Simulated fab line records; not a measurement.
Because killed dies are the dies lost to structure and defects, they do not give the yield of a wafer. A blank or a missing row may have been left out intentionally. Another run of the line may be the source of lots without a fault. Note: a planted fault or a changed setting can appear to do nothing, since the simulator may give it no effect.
Which tool is to blame? ; flow nandHarc ; 11 lots, 33 wafers sampled, at 4 steps of a route of 1302

## WHAT EACH GAUGE READ, for each wafer
NHARC_END_SORT_01.
lot;measured;on;killedDies
L776;day 24 19:07;prober-01;74 68 61
L777;day 24 23:37;prober-02;57 62 54
L778;day 25 05:29;prober-01;58 51 57
L779;day 25 18:29;prober-02;83 103 105
L782;day 26 22:16;prober-02;54 622 74
L790;day 30 07:26;prober-01;46 52 50
L791;day 30 09:10;prober-02;85 76 94
L792;day 30 22:19;prober-01;86 79 97
L795;day 32 06:04;prober-02;90 80 77
L797;day 33 03:52;prober-02;30 30 32
L799;day 33 21:13;prober-02;58 47 59

## EACH LOT AND THE TOOL THAT RAN IT (in order: tool; ch and the chambers of the sampled wafers; start)
lot;NHARC_A_CHANNEL_HOLE_D2_ETCH_39;NHARC_A_CHANNEL_HOLE_D2_ETCH_16;NHARC_A_CHANNEL_HOLE_D2_ETCH_44
L776;rieDiel-13 ch 0,1,2, day 13 14:39 or earlier;rieDiel-13 ch 0,2,3, day 13 14:39 or earlier;rieDiel-08 ch 0,2, day 13 14:39
L777;rieDiel-08 ch 1,2, day 13 15:11 or earlier;rieDiel-08 ch 0,2,3, day 13 15:11 or earlier;rieDiel-13 ch 0,1,3, day 13 15:11
L778;rieDiel-07 ch 0,3, day 14 15:16 or earlier;rieDiel-07 ch 0,2,3, day 14 15:16 or earlier;rieDiel-13 ch 1,2,3, day 14 15:16
L779;rieDiel-07 ch 0,2,3, day 15 03:53 or earlier;rieDiel-07 ch 0,1,2, day 15 03:53 or earlier;rieDiel-07 ch 0,1,2, day 15 03:53
L782;rieDiel-07 ch 0,1,2, day 16 01:55 or earlier;rieDiel-07 ch 0,2,3, day 16 01:55 or earlier;rieDiel-07 ch 0,1,2, day 16 01:55
L790;rieDiel-13 ch 0,2, day 19 10:11 or earlier;rieDiel-13 ch 0,2, day 19 10:11 or earlier;rieDiel-13 ch 1,2,3, day 19 10:11
L791;rieDiel-08 ch 0,1,3, day 19 12:11 or earlier;rieDiel-08 ch 0,2,3, day 19 12:11 or earlier;rieDiel-07 ch 0,1, day 19 12:11
L792;rieDiel-07 ch 0,1,2, day 20 12:23 or earlier;rieDiel-07 ch 2,3, day 20 12:23 or earlier;rieDiel-07 ch 2,3, day 20 12:23
L795;rieDiel-08 ch 0,2,3, day 21 02:36 or earlier;rieDiel-08 ch 0,1,3, day 21 02:36 or earlier;rieDiel-13 ch 0,1,2, day 21 02:36
L797;rieDiel-07 ch 1,2,3, day 22 06:11 or earlier;rieDiel-07 ch 0,2,3, day 22 06:11 or earlier;rieDiel-07 ch 0,2,3, day 22 06:11
L799;rieDiel-08 ch 0,1, day 22 18:14 or earlier;rieDiel-08 ch 0,1,3, day 22 18:14 or earlier;rieDiel-07 ch 1,2,3, day 22 18:14
- NHARC_A_CHANNEL_HOLE_D2_ETCH_39: etches the open film in N2/H2, target depth 260 nm, time 325 s.
- NHARC_A_CHANNEL_HOLE_D2_ETCH_16: etches the open film in O2/COS, target depth 3100 nm, time 806 s.
- NHARC_A_CHANNEL_HOLE_D2_ETCH_44: etches the open film in CF4/O2, target depth 140 nm, overetch 14 nm, time 77 s.

## THE ANSWER, worked out from the rows above alone
Rule: what is usual is taken from the lots themselves. The widest of any qualifying gaps counts: lots, ordered by their means at a reading, are off when they make up no more than a third of the lots, leave a main group of 4 or more, and stand apart from it by 3 or more times the standard deviation of that group's means. The tables above print the reading to a certain number of digits; a main group whose means all agree to those digits is not used. A lot without any number at a reading at which 4 lots or more have one is off too. The other lots that the step has rows for count as sound.
Off: L782 (NHARC_END_SORT_01, killedDies). The main group has a mean of 67 with a standard deviation of 20.
A tool fits if, at a process step before that reading, it ran every lot that is off, and no sound lot after the first of them. The gauges at NHARC_END_SORT_01 are tried like those tools. NHARC_A_CHANNEL_HOLE_D2_ETCH_39: start missing for some lots; hours and lot order therefore follow NHARC_A_CHANNEL_HOLE_D2_ETCH_44. NHARC_A_CHANNEL_HOLE_D2_ETCH_16: start missing for some lots; hours and lot order therefore follow NHARC_A_CHANNEL_HOLE_D2_ETCH_44. None of those tried fits.

## WHAT WAS PUT IN BY THE SIMULATOR
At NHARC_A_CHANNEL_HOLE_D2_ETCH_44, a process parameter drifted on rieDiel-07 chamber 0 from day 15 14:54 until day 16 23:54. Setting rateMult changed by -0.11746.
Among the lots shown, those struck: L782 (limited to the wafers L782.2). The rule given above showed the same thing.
